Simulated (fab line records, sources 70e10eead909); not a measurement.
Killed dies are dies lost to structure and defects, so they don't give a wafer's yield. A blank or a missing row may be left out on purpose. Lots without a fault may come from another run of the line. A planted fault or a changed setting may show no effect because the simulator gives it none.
fab line records | flow nand_harc
record lots=14 wafers=42 last_day=24
route steps=1159 shown P_STI@109 P_GATE@149
lots that met no fault: from a run of the same line without faults
start_h: hours from the record's first day to the start of the lot's first wafer shown | wait_h: hours since the lot's step before | " the same as in the row above | L1.1+2: a row that stands for several wafers | - no value, or no start given | * or withheld: withheld | < > ~ a bound
route shown NAME@n: a module of which the file shows steps, and the number in the route of the first | usual: mean/standard deviation of fault-free wafers | same: alike in all rows | chamber/n: place in a boat | sites: the reading at each site | _std_site: their standard deviation | _edge_site: outer sites' mean less inner sites' | radius_mm: how far each site lies from the wafer's centre | mask NAME#n: copy n | behind: the tool/chamber that last shaped the wafer | hold: why the lot was held/for how many hours/how that ended | device: the transistor (n, p or np) that didn't switch | end of line: the same wafers' tests at the end of the route | a step without rows: its recipe alone | killed: dies lost to structure and defects at the first sort, not the wafer's yield | map: a wafer's dies, x killed, . not, _ none there
set.NAME: the setting as run; set.NAME@STEP: as run at that earlier step | model.NAME: the simulator's own value behind a step, which no gauge read
steps of the route over a sample of lots; a table a step, a row a wafer
services: from which hour (start_h, from the record's first day; less than 0 if before it) a tool's chamber was out of use, for how many hours, and why
## steps
# step NHARC_P_STI_INSPECT_25
# usual raw_defect_count=246/96
# columns lot.wafer tool chamber start_h wait_h raw_defect_count
L458.1 defect_inspect-01 - 64.82 0.4 313
L458.2 " - " " 323
L458.4 " - " " 271
L457.1 defect_inspect-02 - 64.83 0.4 443
L457.2 " - " " 207
L457.3 " - " " 144
L459.1 defect_inspect-01 - 78.20 0.4 207
L459.3 " - " " 147
L459.6 " - " " 167
L460.3 defect_inspect-02 - 78.20 0.4 167
L460.4 " - " " 173
L460.6 " - " " 153
L461.2 defect_inspect-01 - 91.19 0.4 301
L461.3 " - " " 577
L461.6 " - " " 246
L462.2 defect_inspect-02 - 91.19 0.4 165
L462.4 " - " " 148
L462.6 " - " " 170
L464.1 defect_inspect-01 - 106.68 0.4 220
L464.4 " - " " 345
L464.5 " - " " 263
L465.1 defect_inspect-01 - 115.53 0.4 291
L465.4 " - " " 222
L465.5 " - " " 201
L469.1 defect_inspect-01 - 144.58 0.4 475
L469.2 " - " " 246
L469.3 " - " " 144
L470.4 defect_inspect-02 - 144.58 0.4 190
L470.5 " - " " 263
L470.6 " - " " 314
L468.1 defect_inspect-02 - 144.58 0.4 275
L468.3 " - " " 225
L468.4 " - " " 261
L475.1 defect_inspect-02 - 167.19 0.4 271
L475.2 " - " " 190
L475.3 " - " " 187
L474.2 defect_inspect-01 - 167.19 0.4 124
L474.4 " - " " 170
L474.6 " - " " 153
L480.1 defect_inspect-01 - 198.52 0.4 302
L480.4 " - " " 346
L480.6 " - " " 337
# step NHARC_P_GATE_ETCH_32
# recipe target_depth_a=1500 over_etch_frac=1 over_etch_ion_energy_ev=40 time_s=100.1 hbr_flow_sccm=150 cl2_flow_sccm=50 rf_w=400 icp_w=400 bias_w=100 chemistry=HBr/Cl2
# usual drypump_motor_current_A=5.6/0.4 oes_product_au=0.998/0.0099 throttle_valve_pct=26.406/0.0087
# same over_etch_frac=1
# columns lot.wafer tool chamber start_h wait_h drypump_motor_current_A oes_product_au rf_hours_counter_h throttle_valve_pct
L457.1 rie_si-04 2 88.59 - 4.9 1.011 1.3 26.413
L457.2 " 3 " " 5.5 1.007 1.2 26.415
L457.3 " 1 " " 5.7 0.999 1.3 26.404
L458.4 rie_si-01 0 88.91 - 5.8 0.990 1.5 26.395
L458.2 " 1 " " 5.8 0.996 1.4 26.407
L458.1 " 2 " " 5.1 0.994 1.3 26.405
L460.3 rie_si-01 2 101.11 - 5.1 0.986 1.4 26.407
L460.4 " 3 " " 6.4 1.001 1.4 26.412
L460.6 " 1 " " 5.8 0.992 - 26.396
L459.1 rie_si-01 1 101.40 - 5.8 0.998 1.6 26.410
L459.3 " 3 " " 6.4 0.991 1.4 26.388
L459.6 " 2 " " 5.1 0.994 - 26.415
L462.4 rie_si-02 1 116.62 - 6.3 0.997 0.5 26.410
L462.2 " 2 " " 5.6 0.991 0.6 26.405
L462.6 " 0 " " 5.6 0.999 - 26.412
L461.3 rie_si-01 3 116.99 - 6.3 0.986 1.6 26.403
L461.2 " 2 " " 5.0 0.977 1.7 26.420
L461.6 " 3 " " 6.3 0.991 - 26.399
L464.1 rie_si-02 3 130.10 - 5.4 1.002 0.8 26.417
L464.4 " 0 " " 5.6 0.985 0.7 26.411
L464.5 " 2 " " 5.6 0.989 - 26.406
L465.4 rie_si-04 0 141.43 - 5.6 1.005 0.4 26.405
L465.1 " 1 " " 5.8 0.999 0.3 26.393
L465.5 " 3 " " 5.5 1.002 - 26.410
L470.4 rie_si-01 2 167.95 - 5.1 1.007 0.2 26.409
L470.6 " 1 " " 5.9 0.995 - 26.396
L470.5 " 2 " " 5.1 0.998 - 26.393
L468.3 rie_si-02 3 168.48 - 5.4 0.990 1.0 26.393
L468.4 " 0 " " 5.6 0.995 1.0 26.406
L468.1 " 1 " " 6.2 0.998 1.0 26.399
L469.1 rie_si-01 2 170.05 - 5.1 1.000 0.4 26.399
L469.2 " 3 " " 6.4 1.007 0.4 26.410
L469.3 " 0 " " 5.7 0.996 0.3 26.401
L475.2 rie_si-04 0 190.44 - 5.5 1.016 0.7 26.410
L475.3 " 2 " " 4.9 1.011 0.6 26.420
L475.1 " 3 " " 5.5 1.010 0.7 26.420
L474.4 rie_si-04 0 191.09 - 5.5 1.009 0.8 26.412
L474.2 " 2 " " 4.9 0.995 0.7 26.412
L474.6 " 3 " " 5.5 1.009 - 26.395
L480.1 rie_si-04 0 223.08 - 5.5 1.004 1.1 26.410
L480.4 " 1 " " 5.7 1.009 1.1 26.396
L480.6 " 2 " " 4.9 1.002 - 26.402
# step NHARC_P_GATE_DEVELOP_58
# recipe time_s=70
# usual chill_plate_temp_C=23.02/0.11 exhaust_pa=45.1/0.76
# columns lot.wafer tool chamber start_h wait_h chill_plate_temp_C exhaust_pa
L457.1 litho_track-02 0 101 - 23.02 45.4
L457.2 " 0 " " 23.02 44.4
L457.3 " 0 " " 22.81 45.1
L458.1 litho_track-03 0 102 - 23.17 44.7
L458.2 " 0 " " 23.15 45.6
L458.4 " 0 " " 23.24 44.3
L459.1 litho_track-02 0 114 - 22.96 45.3
L459.3 " 0 " " 22.85 45.3
L459.6 " 0 " " 22.91 44.4
L460.3 litho_track-03 0 116 - 23.10 44.6
L460.4 " 0 " " 22.94 45.1
L460.6 " 0 " " 22.94 44.2
L462.2 litho_track-03 0 129 - 22.92 45.0
L462.4 " 0 " " 23.05 45.9
L462.6 " 0 " " 22.90 45.6
L461.2 litho_track-05 0 130 - 22.98 45.4
L461.3 " 0 " " 23.06 45.3
L461.6 " 0 " " 23.06 46.0
L464.1 litho_track-02 0 143 - 22.93 43.8
L464.4 " 0 " " 22.86 45.7
L464.5 " 0 " " 22.98 44.7
L465.1 litho_track-02 0 156 - 23.20 44.6
L465.4 " 0 " " 23.10 44.1
L465.5 " 0 " " 23.23 44.6
L470.4 litho_track-03 0 180 - 23.07 46.4
L470.5 " 0 " " 22.84 45.1
L470.6 " 0 " " 23.03 46.0
L468.1 litho_track-05 0 183 - 22.92 44.7
L468.3 " 0 " " 22.84 45.6
L468.4 " 0 " " 23.00 45.0
L469.1 litho_track-05 0 188 - 23.12 44.6
L469.2 " 0 " " 23.04 46.4
L469.3 " 0 " " 23.04 45.7
L475.1 litho_track-05 - 203 - - -
L475.2 " - " " - -
L475.3 " - " " - -
L474.2 litho_track-03 - 204 - - -
L474.4 " - " " - -
L474.6 " - " " - -
L480.1 litho_track-02 0 236 - 23.05 44.8
L480.4 " 0 " " 23.12 44.3
L480.6 " 0 " " 22.96 44.8
# step NHARC_P_GATE_DESCUM_93
# recipe time_s=3 o2_flow_sccm=200 ar_flow_sccm=0 bias_power_w=0 chemistry=O2
# usual drypump_motor_current_A=5.7/0.44 oes_product_au=1.007/0.014 rf_vpp_V=57.7/1 showerhead_plenum_p_Torr=1.89/0.1 throttle_valve_pct=11.311/0.0082
# same bias_power_w=0
# columns lot.wafer tool chamber start_h wait_h drypump_motor_current_A oes_product_au rf_hours_counter_h rf_vpp_V showerhead_plenum_p_Torr throttle_valve_pct
L457.1 rie_diel-10 2 103.94 - 6.0 0.995 21 57.2 2.04 11.306
L457.2 " 0 " " 5.7 1.010 21 57.1 1.90 11.299
L457.3 " 1 " " 5.3 1.018 16 56.7 1.79 11.315
L458.4 rie_diel-10 2 104.28 - 6.0 0.994 21 56.3 2.04 11.312
L458.2 " 3 " " 5.2 0.999 16 57.7 1.88 11.305
L458.1 " 1 " " 5.3 1.010 16 56.7 1.79 11.295
L459.3 rie_diel-03 2 116.14 - 5.5 1.015 23 59.2 2.07 11.320
L459.1 " 0 " " 5.7 1.006 25 59.9 2.07 11.322
L459.6 " 2 " " 5.5 1.019 - 57.5 2.07 11.306
L460.3 rie_diel-10 2 118.92 - 6.1 1.011 23 59.5 2.04 11.301
L460.4 " 3 " " 5.2 1.006 19 57.0 1.88 11.311
L460.6 " 2 " " 6.0 1.003 - 58.0 2.04 11.308
L462.2 rie_diel-10 0 131.46 - 5.7 1.014 26 55.7 1.90 11.305
L462.6 " 1 " " 5.3 1.019 - 58.9 1.78 11.308
L462.4 " 0 " " 5.7 1.001 - 56.7 1.90 11.316
L461.2 rie_diel-10 1 132.07 - 5.3 1.018 20 58.7 1.78 11.314
L461.3 " 2 " " 6.1 1.005 25 59.1 2.04 11.307
L461.6 " 0 " " 5.7 1.014 - 57.3 1.90 11.321
L464.4 rie_diel-11 1 145.37 - 5.5 0.989 39 57.2 1.81 11.315
L464.1 " 3 " " 5.3 1.000 42 59.8 1.82 11.307
L464.5 " 1 " " 5.5 1.002 - 56.8 1.81 11.306
L465.1 rie_diel-10 3 158.62 - 5.2 0.998 23 58.0 1.88 11.322
L465.4 " 0 " " 5.7 1.019 32 58.3 1.90 11.323
L465.5 " 2 " " 6.0 1.011 - 57.8 2.04 11.316
L470.4 rie_diel-03 2 182.81 - 5.5 0.989 46 58.9 2.06 11.298
L470.5 " 3 " " 5.6 0.988 - 57.3 1.80 11.329
L470.6 " 0 " " 5.7 1.002 - 57.9 2.06 11.306
L468.3 rie_diel-10 0 185.58 - 5.7 0.997 0 57.2 1.90 11.301
L468.1 " 2 " " 6.0 1.002 0 56.4 2.04 11.302
L468.4 " 3 " " 5.2 1.015 0 57.9 1.88 11.309
L469.2 rie_diel-11 3 190.00 - 5.3 0.991 59 58.3 1.82 11.305
L469.1 " 0 " " 6.8 0.999 56 56.9 1.77 11.304
L469.3 " 1 " " 5.4 1.002 57 58.5 1.80 11.299
L475.1 rie_diel-10 0 205.87 - 5.7 1.004 6 56.7 1.89 11.322
L475.2 " 2 " " 6.0 1.004 7 58.3 2.03 11.323
L475.3 " 3 " " 5.2 1.014 7 57.2 1.88 11.314
L474.2 rie_diel-11 1 206.19 - 5.5 0.996 2 57.2 1.80 11.308
L474.4 " 3 " " 5.3 0.982 2 58.1 1.82 11.313
L474.6 " 1 " " 5.5 0.997 - 57.6 1.80 11.315
L480.4 rie_diel-11 1 237.98 - 5.4 0.974 15 58.1 1.80 11.301
L480.1 " 3 " " 5.3 0.971 15 57.3 1.81 11.301
L480.6 " 1 " " 5.5 0.980 - 55.8 1.80 11.310
## services
# columns tool chamber start_h hours kind
rie_diel-10 3 65.84 15.7 repair
rie_diel-10 1 70.68 18.1 repair
rie_diel-11 1 86.85 8.8 repair
rie_diel-10 0 94.85 4.2 repair
rie_si-04 - 99.00 9.0 pm
rie_diel-10 - 117.58 0.2 repair
rie_si-01 2 122.28 6.0 repair
rie_si-01 - 127.00 9.0 pm
rie_diel-10 3 127.17 16.4 repair
rie_si-04 0 143.38 7.0 repair
rie_diel-10 2 163.75 5.6 repair
rie_diel-10 1 164.87 9.6 repair
litho_track-02 - 165.00 7.0 pm
rie_si-04 2 171.38 7.7 repair
rie_diel-10 - 176.50 9.0 pm
rie_diel-11 2 185.50 4.2 repair
rie_si-04 - 187.52 1.6 repair
rie_diel-11 - 191.18 9.0 pm
rie_si-01 - 198.36 0.3 repair
rie_si-02 - 211.00 9.0 pm
litho_track-03 - 213.00 7.0 pm
rie_si-01 2 220.31 7.5 repair
rie_diel-10 2 225.95 9.4 repair
litho_track-05 - 237.01 7.0 pm
## key
first_sign step=NHARC_P_GATE_DEVELOP_58 reading=tool_record direction=missing
effect none on later readings
met_at NHARC_P_GATE_DEVELOP_58
struck_lots L474,L475
sort_left_out L474.2,L474.4,L474.6,L475.1,L475.2,L475.3
tester_left_out L474,L475
not_acting_at NHARC_P_STI_INSPECT_25,NHARC_P_GATE_ETCH_32,NHARC_P_GATE_DESCUM_93
onset_between 188 203
fault kind=skipped_step_whole tool=litho_track-03,litho_track-05 chamber=- onset_h=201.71 steps=NHARC_P_GATE_DEVELOP_58 scope=struck_lots_only
# tester_left_out: of these lots the tester's yield and bins aren't shown, on N5 and GAA mostly nor the transistor test; their killed dies are dies lost to structure and defects alone, not to doping, threshold or leakage, so they don't give the yield
# sort_left_out: the simulated sort isn't trusted on such a fault, so these wafers' sort isn't shown, and their yield isn't known
